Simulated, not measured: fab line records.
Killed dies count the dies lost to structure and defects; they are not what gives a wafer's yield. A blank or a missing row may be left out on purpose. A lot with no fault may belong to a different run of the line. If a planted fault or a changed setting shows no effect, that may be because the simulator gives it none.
A struck lot beside a sound one	flow nand harc	44 out of 1302 route steps
Sound: the wafers L554.1, L554.2, L554.5. Struck: wafers L563.2, L563.3, L563.5. The cause is named last.
For every step that has rows: the tool of each side, followed by ch and its chambers, followed by its first start. Under that, the readings that differ: sound wafers	struck wafers	difference of the means	sigmas: that difference in standard deviations of wafers without a fault.
alike: same words and numbers on both sides, and readings whose means sit less than 2 such deviations apart. not compared: any withheld reading, any reading some wafer has no value for, any bound like >300 that may hide the same value, and any number with overlapping values for which the record gives no deviation.
The two part at a step that has a row with sigmas, a row that says differs or no value, or rows on one side only. Numbers that have no deviation but don't overlap get no sigmas and don't part them. A reading missing from all wafers of one side parts the sides only when that side holds two or more wafers.

first, 7 steps without rows for these wafers: NHARC_P_GATE_HMDS_19 (time 30 s); NHARC_P_GATE_COAT_20 (resist thk 90 nm); NHARC_P_GATE_SOFTBAKE_21 (time 55 s); NHARC_P_GATE_EBR_22; NHARC_P_GATE_EXPOSE_23 (exposes mask P GATE, target cd 120 nm); NHARC_P_GATE_PEB_24 (peb time 65 s); NHARC_P_GATE_DEVELOP_25 (develop time 35 s).
NHARC_P_GATE_CD_MEAS_26 targets a cd of 120 nm.
  sound on cd sem-01 ch 0, day 6 20:13; struck on cd sem-03 ch 0, day 10 18:11
  alike: cd nm
NHARC_P_GATE_OVL_MEAS_27:
  sound on overlay-01, day 6 20:18; struck on overlay-01, day 10 18:16
reading	sound	struck	difference	sigmas
overlay x nm (nm)	0.0 -0.9 -0.3	3.2 2.5 2.3	+3.1	+3
  alike: overlay y nm
NHARC_P_GATE_INSPECT_28:
  sound on defect inspect-02, day 6 20:20; struck on defect inspect-02, day 10 18:19
  alike: raw defect count
then, 2 steps without rows for these wafers: NHARC_P_GATE_DESCUM_31 (chemistry O2, time 3 s); NHARC_P_GATE_ETCH_104 (etches the open film in CF4/CHF3, target depth 60 nm).
NHARC_P_GATE_HM_OPEN_105: chemistry O2/COS, target depth 360 nm.
  sound on rie diel-01 ch 0,1, day 6 20:00; struck on rie diel-01 ch 0,1,3, day 10 18:00
  alike: drypump motor current A, oes product au, rf vpp V, showerhead plenum p Torr, throttle valve pct
  not compared: rf hours counter h
then, 1 step without rows for these wafers: NHARC_P_GATE_STRIP_106 (strips in O2/COS).
NHARC_P_GATE_ETCH_114: etches the open film in CF4/O2, target depth 30 nm, overetch 3 nm, time 16.5 s.
  sound: rie diel-01 ch 0,2; struck: rie diel-01 ch 0,1
reading	sound	struck	difference	sigmas
oes product au (a.u.)	1.014 1.013 1.023	1.007 0.985 0.986	-0.024	-2
  alike: drypump motor current A, rf vpp V, showerhead plenum p Torr, throttle valve pct
  not compared: rf hours counter h
then, 2 steps without rows for these wafers: NHARC_P_GATE_ETCH_32 (etches the open film in HBr/Cl2, target depth 150 nm, time 100.1 s); NHARC_P_GATE_STRIP_108 (strips in O2).
NHARC_P_GATE_CD_MEAS_33:
  sound on cd sem-03, day 6 21:12; struck on cd sem-02, day 10 19:10
  alike: cd nm
then, 4 steps without rows for these wafers: NHARC_P_GATE_STRIP_35 (strips in SPM, time 600 s); NHARC_P_GATE_PRECLEAN_73 (cleans in SC1); NHARC_P_GATE_SRD_74; NHARC_P_GATE_ALD_36 (deposits SiNx, target thk 20 nm, pulse time 60 s, ald cycles 223).
NHARC_P_GATE_ETCHBACK_37: etches the open film in CHF3/O2, target depth 34.5 nm, time 17.2 s.
  sound: rie diel-07 ch 0,1,3; struck: rie diel-07 ch 0,1,3
reading	sound	struck	difference	sigmas
oes product au (a.u.)	0.92 0.91 0.94	1.00 1.00 0.99	+0.07	+2
  alike: drypump motor current A, rf vpp V, showerhead plenum p Torr, throttle valve pct
  not compared: rf hours counter h
NHARC_P_GATE_STRIP_101: strips in O2, time 20 s.
  sound on rie diel-07 ch 1,2, day 7 07:19; struck on rie diel-07 ch 0,1, day 11 07:20
  alike: drypump motor current A, oes product au, rf vpp V, showerhead plenum p Torr, throttle valve pct
  not compared: rf hours counter h
then, 12 steps without rows for these wafers: NHARC_P_GATE_PRECLEAN_97 (cleans in SPM, time 600 s); NHARC_P_GATE_SRD_98; NHARC_P_GATE_PRECLEAN_99 (cleans in SC1); NHARC_P_GATE_SRD_100; NHARC_P_GATE_DEHYDRATE_38 (time 120 s); NHARC_P_GATE_HMDS_39 (time 30 s); NHARC_P_GATE_COAT_40; NHARC_P_GATE_SOFTBAKE_41 (time 95 s); NHARC_P_GATE_EBR_42; NHARC_P_GATE_EXPOSE_43 (exposes mask P NSD, target cd 720 nm); NHARC_P_GATE_PEB_44 (peb time 85 s); NHARC_P_GATE_DEVELOP_45 (time 70 s).
NHARC_P_GATE_CD_MEAS_46 targets a cd of 720 nm.
  sound on cd sem-01 ch 0, day 7 08:14; struck on cd sem-01 ch 0, day 11 08:08
  alike: cd nm
then, 1 step without rows for these wafers: NHARC_P_GATE_HARDBAKE_47 (time 80 s).
NHARC_P_GATE_DESCUM_48: chemistry O2, time 3 s.
  sound on rie diel-07 ch 2,3, day 7 08:24; struck on rie diel-11 ch 0,2, day 11 08:17
reading	sound	struck	difference	sigmas
throttle valve pct (%)	11.302 11.293 11.298	11.318 11.332 11.326	+0.028	+3
  alike: drypump motor current A, oes product au, rf vpp V, showerhead plenum p Torr
  not compared: rf hours counter h
then, 2 steps without rows for these wafers: NHARC_P_GATE_IMPLANT_49; NHARC_P_GATE_STRIP_111 (strips in N2/H2, time 250 s).
NHARC_P_GATE_STRIP_75: strips in O2.
  sound on plasma asher-02 ch 0,1, day 7 13:04; struck on plasma asher-01 ch 0,1, day 11 08:58
  alike: drypump motor current A, heater power w, temp c
  not compared: rf hours counter h
NHARC_P_GATE_INSPECT_68:
  sound on defect inspect-01, day 7 18:38; struck on defect inspect-02, day 11 15:08
reading	sound	struck	difference	sigmas
raw defect count	125 261 373	782 918 815	+585	+9
-- record jumps: 19 days between struck wafers' starts before vs after; left off in module P_GATE, resumes in module END, first step shown is number 1302 of the route --
NHARC_END_SORT_01:
  the record has rows for the struck wafers here (prober-01 ch 0, day 30 08:45) and none for the sound ones

== WHERE THEY PART ==
At NHARC_P_GATE_OVL_MEAS_27 first; at NHARC_END_SORT_01 last (within this record only).

WHY: whatever the simulator had introduced
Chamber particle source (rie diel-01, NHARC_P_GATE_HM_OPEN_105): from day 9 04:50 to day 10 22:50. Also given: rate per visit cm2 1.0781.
